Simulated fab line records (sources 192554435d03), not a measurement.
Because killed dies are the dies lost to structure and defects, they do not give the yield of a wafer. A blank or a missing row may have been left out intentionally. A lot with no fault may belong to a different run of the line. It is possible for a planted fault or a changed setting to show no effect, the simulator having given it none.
One fault through the eyes of 2 desks    flow n5 finfet    numbers are kept per desk, each desk with only its own; the story behind them comes last

## DESK OF THE TOOL OWNER: rie diel-04
The tool's own readings at N5_SDB_ETCH_18 (etches SOC in N2/H2, target depth 100 nm, overetch 20 nm, time 150 s): means of the sampled wafers that have a number, for each lot that ran on this tool. Marked OUT: a lot whose mean sits more than 4 standard deviations from the usual mean, which makes it out of limits; the brackets give that distance.
Columns: A = drypump motor current A at N5_SDB_ETCH_18, usual 6.0 A; B = h2 flow sccm at N5_SDB_ETCH_18, usual 199.9 sccm; C = oes product au at N5_SDB_ETCH_18, usual 0.69 a.u.; D = rf vpp V at N5_SDB_ETCH_18, usual 524.4 V; E = showerhead plenum p Torr at N5_SDB_ETCH_18, usual 2.56 Torr; F = throttle valve pct at N5_SDB_ETCH_18, usual 17.74 %
lot   first seen here  A    B      C     D      E     F
L424  day 4 11:41      6.0  199.7  0.68  522.9  2.54  17.74
L425  day 4 17:10      5.7  200.5  0.64  526.0  2.63  17.57
L427  day 5 10:01      5.7  200.0  0.65  526.8  2.63  17.55
L429  day 5 20:40      6.3  199.2  0.65  522.5  2.49  17.58
L431  day 6 08:26      6.0  199.7  0.63  524.5  2.56  17.59
This desk found nothing out of limits on any of the 5 lots.

## FROM THE METROLOGY DESK
Means of the sampled wafers that have a number, per lot and without regard to the tool the lot ran on: this is what the gauges read. Marked OUT: a lot whose mean sits more than 4 standard deviations from the usual mean, which makes it out of limits; the brackets give that distance. Shown here are 7 of its 11 readings, the ones lying furthest out on some lot.
Columns: A = DIBL_P at N5_BEOL_M4_RC_MEAS_101, usual 36.1 mV/V; B = IOFF_N at N5_BEOL_M4_RC_MEAS_101, usual 0.161 nA/um; C = IOFF_P at N5_BEOL_M4_RC_MEAS_101, usual 0.209 nA/um; D = ION_P at N5_BEOL_M4_RC_MEAS_101, usual 462 uA/um; E = SS_N at N5_BEOL_M4_RC_MEAS_101, usual 71.5 mV/dec; F = SS_P at N5_BEOL_M4_RC_MEAS_101, usual 73.2 mV/dec; G = VT_P at N5_BEOL_M4_RC_MEAS_101, usual -249.9 mV
lot   first seen here  A     B      C      D    E     F     G
L422  day 8 08:17      36.6  0.162  0.221  465  71.3  73.2  -249.3
L423  day 8 12:03      35.3  0.166  0.218  463  71.3  73.2  -248.4
L424  day 8 14:11      34.0  0.132  0.181  461  71.2  72.9  -251.3
L425  day 8 17:25      34.5  0.128  0.172  455  70.3  72.5  -255.1
L427  day 9 12:39      37.0  0.181  0.227  461  71.6  73.8  -248.4
L429  day 9 14:19      34.8  0.163  0.209  463  71.6  72.9  -249.6
L431  day 10 10:37     36.8  0.158  0.203  461  71.1  73.3  -248.8
L433  day 11 06:47     35.7  0.157  0.241  469  71.2  72.9  -244.3
L440  day 12 14:46     34.8  0.157  0.204  462  71.3  72.6  -248.5
This desk found nothing out of limits on any of the 9 lots.

## PUT TOGETHER
The tool owner's desk saw nothing out of limits.
Metrology desk: nothing out of limits seen.

## WHAT WAS PUT IN BY THE SIMULATOR
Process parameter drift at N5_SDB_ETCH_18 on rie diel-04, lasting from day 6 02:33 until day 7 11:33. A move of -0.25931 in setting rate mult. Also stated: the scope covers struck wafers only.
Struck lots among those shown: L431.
